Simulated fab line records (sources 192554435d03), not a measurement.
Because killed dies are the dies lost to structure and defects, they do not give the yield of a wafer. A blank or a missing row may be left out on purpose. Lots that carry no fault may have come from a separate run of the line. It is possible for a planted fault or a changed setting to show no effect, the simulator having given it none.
Split-lot study || flow n5-finfet || on a route of 1938 steps: 7 lots, 21 wafers read

## THE SPLIT
At N5_BEOL_M0_SAQP_COAT_34 (resist thk 30 nm), the setting spin-rpm was moved away from the recipe's 1500 rpm on 4 of the 21 wafers read, by -5.7% to +10.7%. For the rest of the wafers, this setting stayed at what the recipe calls for.

The split's own step is where the reading is taken.

## THE READING
CAR-EUV_of_BEOL_M0_SAQP_COAT_34.thk-nm (the simulator's own value, which no gauge read), in nm, at N5_BEOL_M0_SAQP_COAT_34 (resist thk 30 nm). The file gives no usual value for it. The 17 wafers here that ran the recipe average 30.0 nm, standard deviation 0.11 nm.

{"wafer": "L076.1", "tool, chamber at the split": "litho-track-02, 0", "spin-rpm as run, rpm": 1414, "against the recipe": "-5.7%", "CAR-EUV_of_BEOL_M0_SAQP_COAT_34.thk-nm, nm": 30.8, "against lot-mates on the recipe": "+0.8"}
{"wafer": "L076.4", "tool, chamber at the split": "litho-track-02, 0", "spin-rpm as run, rpm": 1414, "against the recipe": "-5.7%", "CAR-EUV_of_BEOL_M0_SAQP_COAT_34.thk-nm, nm": 30.8, "against lot-mates on the recipe": "+0.8"}
{"wafer": "L076.5", "tool, chamber at the split": "litho-track-02, 0", "spin-rpm as run, rpm": 1500, "against the recipe": "recipe", "CAR-EUV_of_BEOL_M0_SAQP_COAT_34.thk-nm, nm": 30, "against lot-mates on the recipe": "-"}
{"wafer": "L079.3", "tool, chamber at the split": "litho-track-02, 0", "spin-rpm as run, rpm": 1500, "against the recipe": "recipe", "CAR-EUV_of_BEOL_M0_SAQP_COAT_34.thk-nm, nm": 30, "against lot-mates on the recipe": "-"}
{"wafer": "L079.4", "tool, chamber at the split": "litho-track-02, 0", "spin-rpm as run, rpm": 1500, "against the recipe": "recipe", "CAR-EUV_of_BEOL_M0_SAQP_COAT_34.thk-nm, nm": 30, "against lot-mates on the recipe": "-"}
{"wafer": "L079.6", "tool, chamber at the split": "litho-track-02, 0", "spin-rpm as run, rpm": 1500, "against the recipe": "recipe", "CAR-EUV_of_BEOL_M0_SAQP_COAT_34.thk-nm, nm": 30, "against lot-mates on the recipe": "-"}
{"wafer": "L080.4", "tool, chamber at the split": "litho-track-04, 0", "spin-rpm as run, rpm": 1500, "against the recipe": "recipe", "CAR-EUV_of_BEOL_M0_SAQP_COAT_34.thk-nm, nm": 29.8, "against lot-mates on the recipe": "-"}
{"wafer": "L080.5", "tool, chamber at the split": "litho-track-04, 0", "spin-rpm as run, rpm": 1500, "against the recipe": "recipe", "CAR-EUV_of_BEOL_M0_SAQP_COAT_34.thk-nm, nm": 30, "against lot-mates on the recipe": "-"}
{"wafer": "L080.6", "tool, chamber at the split": "litho-track-04, 0", "spin-rpm as run, rpm": 1500, "against the recipe": "recipe", "CAR-EUV_of_BEOL_M0_SAQP_COAT_34.thk-nm, nm": 30, "against lot-mates on the recipe": "-"}
{"wafer": "L084.1", "tool, chamber at the split": "litho-track-04, 0", "spin-rpm as run, rpm": 1500, "against the recipe": "recipe", "CAR-EUV_of_BEOL_M0_SAQP_COAT_34.thk-nm, nm": 30, "against lot-mates on the recipe": "-"}
{"wafer": "L084.4", "tool, chamber at the split": "litho-track-04, 0", "spin-rpm as run, rpm": 1500, "against the recipe": "recipe", "CAR-EUV_of_BEOL_M0_SAQP_COAT_34.thk-nm, nm": 30, "against lot-mates on the recipe": "-"}
{"wafer": "L084.5", "tool, chamber at the split": "litho-track-04, 0", "spin-rpm as run, rpm": 1500, "against the recipe": "recipe", "CAR-EUV_of_BEOL_M0_SAQP_COAT_34.thk-nm, nm": 29.8, "against lot-mates on the recipe": "-"}
{"wafer": "L090.1", "tool, chamber at the split": "litho-track-02, 0", "spin-rpm as run, rpm": 1660, "against the recipe": "+10.7%", "CAR-EUV_of_BEOL_M0_SAQP_COAT_34.thk-nm, nm": 28.6, "against lot-mates on the recipe": -1.6}
{"wafer": "L090.2", "tool, chamber at the split": "litho-track-02, 0", "spin-rpm as run, rpm": 1500, "against the recipe": "recipe", "CAR-EUV_of_BEOL_M0_SAQP_COAT_34.thk-nm, nm": 30.2, "against lot-mates on the recipe": "-"}
{"wafer": "L090.4", "tool, chamber at the split": "litho-track-02, 0", "spin-rpm as run, rpm": 1500, "against the recipe": "recipe", "CAR-EUV_of_BEOL_M0_SAQP_COAT_34.thk-nm, nm": 30.2, "against lot-mates on the recipe": "-"}
{"wafer": "L095.1", "tool, chamber at the split": "litho-track-01, 0", "spin-rpm as run, rpm": 1624, "against the recipe": "+8.3%", "CAR-EUV_of_BEOL_M0_SAQP_COAT_34.thk-nm, nm": 29, "against lot-mates on the recipe": -1.0}
{"wafer": "L095.2", "tool, chamber at the split": "litho-track-01, 0", "spin-rpm as run, rpm": 1500, "against the recipe": "recipe", "CAR-EUV_of_BEOL_M0_SAQP_COAT_34.thk-nm, nm": 30, "against lot-mates on the recipe": "-"}
{"wafer": "L095.4", "tool, chamber at the split": "litho-track-01, 0", "spin-rpm as run, rpm": 1500, "against the recipe": "recipe", "CAR-EUV_of_BEOL_M0_SAQP_COAT_34.thk-nm, nm": 30, "against lot-mates on the recipe": "-"}
{"wafer": "L097.1", "tool, chamber at the split": "litho-track-04, 0", "spin-rpm as run, rpm": 1500, "against the recipe": "recipe", "CAR-EUV_of_BEOL_M0_SAQP_COAT_34.thk-nm, nm": 30, "against lot-mates on the recipe": "-"}
{"wafer": "L097.5", "tool, chamber at the split": "litho-track-04, 0", "spin-rpm as run, rpm": 1500, "against the recipe": "recipe", "CAR-EUV_of_BEOL_M0_SAQP_COAT_34.thk-nm, nm": 30, "against lot-mates on the recipe": "-"}
{"wafer": "L097.6", "tool, chamber at the split": "litho-track-04, 0", "spin-rpm as run, rpm": 1500, "against the recipe": "recipe", "CAR-EUV_of_BEOL_M0_SAQP_COAT_34.thk-nm, nm": 30.2, "against lot-mates on the recipe": "-"}

FIT RESULTS
A straight line over all 21 wafers: CAR-EUV_of_BEOL_M0_SAQP_COAT_34.thk-nm changes by -0.131 nm for each +1% of spin-rpm; r = -0.98; the points scatter about the line by 0.1 nm.
The same after taking each lot's own level away (the mean of its wafers on the recipe; 21 wafers): -0.139 nm for each +1%; r = -0.99; scatter 0.078 nm.
That fit puts the effect of the largest move of spin-rpm on the reading at 1.5 nm.
Measured against the standard deviation above, the lots' own levels, which go from 29.93 to 30.20 nm, span 2.5 times it.
Consequently the slope shifts little with the lot-to-lot level, the two slopes agreeing.
Check: for one of the wafers moved furthest among these (+10.7%), held out of the fit, the line's prediction against its lot-mates is -1.38 nm. Against them it came out at -1.6 nm.

## FURTHER SPLITS ON THESE WAFERS
Note: prior to the reading, these wafers also went through further splits. Each is held against what the fit with the lots' levels taken away leaves over:
{"other split on the same wafers": "N5_MOL_CONTACT_COAG_COAT_63 spin-rpm", "wafers away from the commonest value": 5, "r with CAR-EUV_of_BEOL_M0_SAQP_COAT_34.thk-nm (lot level and that fit taken away)": "+0.21"}
{"other split on the same wafers": "N5_BEOL_M0_SAQP_COAT_105 spin-rpm", "wafers away from the commonest value": 7, "r with CAR-EUV_of_BEOL_M0_SAQP_COAT_34.thk-nm (lot level and that fit taken away)": -0.14}

## FILE'S OWN FIT
CAR-EUV_of_BEOL_M0_SAQP_COAT_34.thk-nm changes by -0.139 nm for each +1% of spin-rpm, r = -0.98.
